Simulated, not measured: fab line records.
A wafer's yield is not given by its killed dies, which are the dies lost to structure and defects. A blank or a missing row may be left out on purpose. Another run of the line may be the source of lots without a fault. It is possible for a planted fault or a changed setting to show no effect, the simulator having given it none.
Problem report, 8D (eight disciplines) form, completed by code :: flow n5 finfet :: the parts of the form that need people (team, actions taken, sign-off) are left out

1. WHAT WENT WRONG
killed_at_M0_to_M3 at N5_PASSIVATION_PROBE_49 reads a mean of 126 on 2 wafers of 2 lots; wafers without a fault read 32 with a standard deviation of 10. Relative to the usual mean, that is a shift of +9.3 standard deviations.
First observed at day 16 00:35: wafer L349.3, on prober-02. The record has a number at this step for 7 wafers belonging to 3 lots. Rule for "out" (also "out of limits"): further than 4 standard deviations from the usual mean. The other wafers with a number count as sound.

2. WHAT IT IS, AND WHAT IT ISN'T
question: which readings at this step
is: killed_at_M0_to_M3, defect limited yield, killed dies, sort_bin_5_function, sort n pass, sort yield pct
is not: killed_at_M4_up, killed at contacts, killed at front end, killed at other, killed open, killed short, sort_bin_6_memory, sort_bin_8_speed

question: which lots
is: L349, L352
is not: L346

question: which wafers of those lots
is: L349.3, L352.3
is not: L349.1, L349.6, L352.2, L352.4

question: read on which tools
is: prober-01, prober-02
is not: -

question: when
is: from day 16 00:35
is not: up to then (2 sound wafers); but 3 sound wafers of L349, L352 came after

3. SUSPECTS, AND WHAT RULES EACH OUT
Counting: any tool at a process step up to the reading remains a suspect provided it ran every lot that is out. Sound lots after the first of them don't rule it out here, since some wafers of a struck lot are sound.
- rie diel-03 at N5_BEOL_M2_ETCHBACK_99 (etches SiO2 in CHF3, target depth 5 nm, time 10.4 s): kept. It ran every lot that is out, first L349 (day 10 02:34).
- pvd sputter-03 at N5_MIM_TOP_DEGAS_04 (time 60 s): kept. It ran every lot that is out, first L349 (day 15 10:38).
- rie diel-03, N5_BEOL_M2_ETCHBACK_99: wafers that are out in chamber 2, sound lot-mates in chambers 0, 1.
Remaining after the count are rie diel-03 at N5_BEOL_M2_ETCHBACK_99 and pvd sputter-03 at N5_MIM_TOP_DEGAS_04.

4. THE CAUSE (what the simulator had put in)
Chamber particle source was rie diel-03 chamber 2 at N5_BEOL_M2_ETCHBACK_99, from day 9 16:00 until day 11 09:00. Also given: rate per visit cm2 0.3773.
This tool is one of the 2 suspects left after counting.

5. THE EFFECT CHAIN, in route order
Each row: a reading whose mean over the struck wafers that have a number lies more than 3 standard deviations from the usual. Scope: only readings with a usual standard deviation given in the record; hours: median across lots of the time from each lot's start at the first step in this table that gives one to its start at this step; sigmas: change in usual standard deviations.
hours: 0
step: N5_PASSIVATION_PROBE_49
reading: defect limited yield
usual: 91.7 %
on struck wafers: 84.0
change: -7.8
sigmas: -5.2

hours: 0
step: N5_PASSIVATION_PROBE_49
reading: killed_at_M0_to_M3
usual: 32
on struck wafers: 126
change: +94
sigmas: +9.3

hours: 0
step: N5_PASSIVATION_PROBE_49
reading: killed dies
usual: 98
on struck wafers: 189
change: +91
sigmas: +5.1

hours: 0
step: N5_PASSIVATION_PROBE_49
reading: killed on rim
usual: 13
on struck wafers: 24
change: +11
sigmas: +3.1

hours: 0
step: N5_PASSIVATION_PROBE_49
reading: sort_bin_5_function
usual: 4.9 %
on struck wafers: 10.4
change: +5.5
sigmas: +6.0

hours: 0
step: N5_PASSIVATION_PROBE_49
reading: sort n pass
usual: 1082
on struck wafers: 991
change: -91
sigmas: -5.1

hours: 0
step: N5_PASSIVATION_PROBE_49
reading: sort yield pct
usual: 91.7 %
on struck wafers: 84.0
change: -7.8
sigmas: -5.2
The process steps in it:
- N5_PASSIVATION_PROBE_49

6. HOW IT WOULD HAVE BEEN CAUGHT EARLIER
The fault began at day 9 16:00; the first out-of-limits reading in this record came at day 16 00:35, 153 hours later.
An alarm limit of 4 standard deviations would not have fired on the tool readings at N5_BEOL_M2_ETCHBACK_99 for which the record gives a usual standard deviation, since none of them was out on any struck wafer.
Lots out: 2; all had begun N5_BEOL_M2_ETCHBACK_99 on rie diel-03 by day 16 00:35. Holding the tool at that point would not have protected any of them.
